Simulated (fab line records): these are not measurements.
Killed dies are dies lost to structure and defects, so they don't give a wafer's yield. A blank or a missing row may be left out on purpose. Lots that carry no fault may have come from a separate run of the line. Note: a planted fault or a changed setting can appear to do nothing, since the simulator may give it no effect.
Matching of chambers / flow n5 finfet / N5_HKMG_FIN_PWFM_ALD_03 on ald metal-01 has 4 sister chambers
The step deposits TiN, target thk 2 nm, pulse time 1 s, purge time 3 s. 14 wafers are shown with their chamber, then 7 later ones without.

## WAFERS PAIRED WITH THEIR CHAMBERS
wafer=L077.1; chamber=2; heater power outer w (W)=647; heater power w (W)=1034; precursor pulse height rel=1.002
wafer=L077.2; chamber=1; heater power outer w (W)=560; heater power w (W)=977; precursor pulse height rel=0.991
wafer=L077.3; chamber=3; heater power outer w (W)=505; heater power w (W)=917; precursor pulse height rel=0.987
wafer=L083.2; chamber=1; heater power outer w (W)=540; heater power w (W)=1006; precursor pulse height rel=0.996
wafer=L083.5; chamber=1; heater power outer w (W)=549; heater power w (W)=985; precursor pulse height rel=1.005
wafer=L083.6; chamber=2; heater power outer w (W)=652; heater power w (W)=1074; precursor pulse height rel=0.992
wafer=L084.3; chamber=2; heater power outer w (W)=645; heater power w (W)=1081; precursor pulse height rel=1.038
wafer=L084.5; chamber=3; heater power outer w (W)=512; heater power w (W)=931; precursor pulse height rel=1.004
wafer=L084.6; chamber=2; heater power outer w (W)=624; heater power w (W)=1066; precursor pulse height rel=0.982
wafer=L086.1; chamber=1; heater power outer w (W)=559; heater power w (W)=979; precursor pulse height rel=1.031
wafer=L086.3; chamber=2; heater power outer w (W)=636; heater power w (W)=1070; precursor pulse height rel=0.988
wafer=L086.4; chamber=0; heater power outer w (W)=453; heater power w (W)=782; precursor pulse height rel=1.002
wafer=L094.1; chamber=2; heater power outer w (W)=654; heater power w (W)=1047; precursor pulse height rel=1.010
wafer=L094.2; chamber=0; heater power outer w (W)=452; heater power w (W)=766; precursor pulse height rel=1.010

SIGNATURES (means of the wafers above)
reading=heater power outer w; chamber 0=452.50; chamber 1=552.00; chamber 2=643.00; chamber 3=508.50; scatter within a chamber=9.61
reading=heater power w; chamber 0=774.00; chamber 1=986.75; chamber 2=1062.00; chamber 3=924.00; scatter within a chamber=15.3
reading=precursor pulse height rel; chamber 0=1.00600; chamber 1=1.00575; chamber 2=1.00200; chamber 3=0.99550; scatter within a chamber=0.0178
Rule: a wafer's distance from a chamber is the root of the sum, over the readings, of the square of ((its reading less the chamber's mean) divided by the reading's scatter). If the next closest chamber is less than 2 further off than the closest, the wafer can't be placed; otherwise it belongs to the closest. The scatter: the root of (the sum of the squares of (reading less its chamber's mean) over the shown wafers, divided by (wafers less chambers)).

## WAFERS WITHOUT THEIR CHAMBER
wafer=L094.5; heater power outer w (W)=641; heater power w (W)=1044; precursor pulse height rel=1.037
wafer=L095.2; heater power outer w (W)=641; heater power w (W)=1041; precursor pulse height rel=1.022
wafer=L095.3; heater power outer w (W)=503; heater power w (W)=928; precursor pulse height rel=0.984
wafer=L095.5; heater power outer w (W)=643; heater power w (W)=1093; precursor pulse height rel=1.028
wafer=L097.2; heater power outer w (W)=444; heater power w (W)=779; precursor pulse height rel=1.010
wafer=L097.3; heater power outer w (W)=618; heater power w (W)=1035; precursor pulse height rel=0.985
wafer=L097.6; heater power outer w (W)=547; heater power w (W)=980; precursor pulse height rel=1.015

## EACH ONE'S CHAMBER
wafer=L094.5; from the rows above=2; in truth=2
wafer=L095.2; from the rows above=2; in truth=2
wafer=L095.3; from the rows above=3; in truth=3
wafer=L095.5; from the rows above=2; in truth=2
wafer=L097.2; from the rows above=0; in truth=0
wafer=L097.3; from the rows above=2; in truth=2
wafer=L097.6; from the rows above=1; in truth=1
Correctly placed: 7 of 7. Left unplaced by these rows: 0. 0 placed wrongly.
